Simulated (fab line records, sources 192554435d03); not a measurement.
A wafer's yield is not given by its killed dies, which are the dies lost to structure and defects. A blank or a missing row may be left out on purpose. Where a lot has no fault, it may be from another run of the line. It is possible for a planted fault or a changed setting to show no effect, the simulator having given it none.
The same fault as seen by 2 desks + flow n5 finfet + what lay behind the numbers comes last; until then each desk has only its own

## THE TOOL OWNER'S DESK: pvd sputter-03
The tool's own readings at N5_PASSIVATION_SPUTTER_20 (material TaN, target thk 50 nm): means of the sampled wafers that have a number, for each lot that ran on this tool. If a lot's mean is further than 4 standard deviations from the usual mean, the lot is out of limits and carries the mark OUT (the distance appears in the brackets).
Columns: A = throttle valve pct at N5_PASSIVATION_SPUTTER_20, usual 29.8 %
| lot  | first seen here | A    |
|------|-----------------|------|
| L398 | day 13 11:59    | 29.7 |
| L399 | day 14 01:22    | 30.1 |
| L400 | day 14 01:47    | 29.0 |
| L404 | day 15 13:22    | 28.8 |
| L411 | day 17 07:50    | 28.4 |
Result from this desk: across the 5 lots, nothing is out of limits.

## METROLOGY DESK
Means of the sampled wafers that have a number, per lot and without regard to the tool the lot ran on: this is what the gauges read. If a lot's mean is further than 4 standard deviations from the usual mean, the lot is out of limits and carries the mark OUT (the distance appears in the brackets). 7 of its 12 readings are shown, namely those furthest out on some lot.
Columns: A = DIBL_N at N5_BEOL_M4_RC_MEAS_101, usual 37.5 mV/V; B = DIBL_P at N5_BEOL_M4_RC_MEAS_101, usual 38 mV/V; C = IOFF_N at N5_BEOL_M4_RC_MEAS_101, usual 0.19 nA/um; D = ION_P at N5_BEOL_M4_RC_MEAS_101, usual 465 uA/um; E = SS_N at N5_BEOL_M4_RC_MEAS_101, usual 72.0 mV/dec; F = SS_P at N5_BEOL_M4_RC_MEAS_101, usual 73.7 mV/dec; G = PAD_OVL at N5_PASSIVATION_OVL_MEAS_63, usual -1 nm
| lot  | first seen here | A    | B  | C    | D   | E    | F    | G   |
|------|-----------------|------|----|------|-----|------|------|-----|
| L394 | day 8 02:04     | 37.3 | 39 | 0.18 | 461 | 72.4 | 73.8 | -2  |
| L396 | day 8 20:26     | 35.4 | 36 | 0.15 | 458 | 71.4 | 72.7 | -4  |
| L398 | day 8 23:56     | 32.7 | 32 | 0.11 | 460 | 70.2 | 72.1 | -10 |
| L399 | day 9 23:35     | 37.3 | 39 | 0.20 | 465 | 72.0 | 74.2 | -2  |
| L400 | day 10 05:40    | 35.6 | 36 | 0.15 | 457 | 71.7 | 73.3 | -5  |
| L401 | day 10 21:11    | 36.7 | 37 | 0.14 | 457 | 71.4 | 73.5 | -3  |
| L404 | day 11 12:04    | 39.3 | 41 | 0.26 | 472 | 72.2 | 73.9 | 0   |
| L405 | day 11 13:14    | 35.8 | 36 | 0.16 | 450 | 71.4 | 73.2 | -1  |
| L407 | day 11 19:13    | 36.9 | 37 | 0.15 | 464 | 71.8 | 73.6 | -4  |
| L411 | day 12 20:11    | 36.8 | 37 | 0.17 | 465 | 71.3 | 73.8 | -9  |
| L415 | day 14 00:07    | 36.6 | 38 | 0.17 | 463 | 72.0 | 73.9 | -5  |
Result from this desk: across the 11 lots, nothing is out of limits.

## ALL TOGETHER
Nothing out of limits was seen by the tool owner's desk.
From the metrology desk's view, nothing was out of limits.

## WHAT THE SIMULATOR HAD PUT IN
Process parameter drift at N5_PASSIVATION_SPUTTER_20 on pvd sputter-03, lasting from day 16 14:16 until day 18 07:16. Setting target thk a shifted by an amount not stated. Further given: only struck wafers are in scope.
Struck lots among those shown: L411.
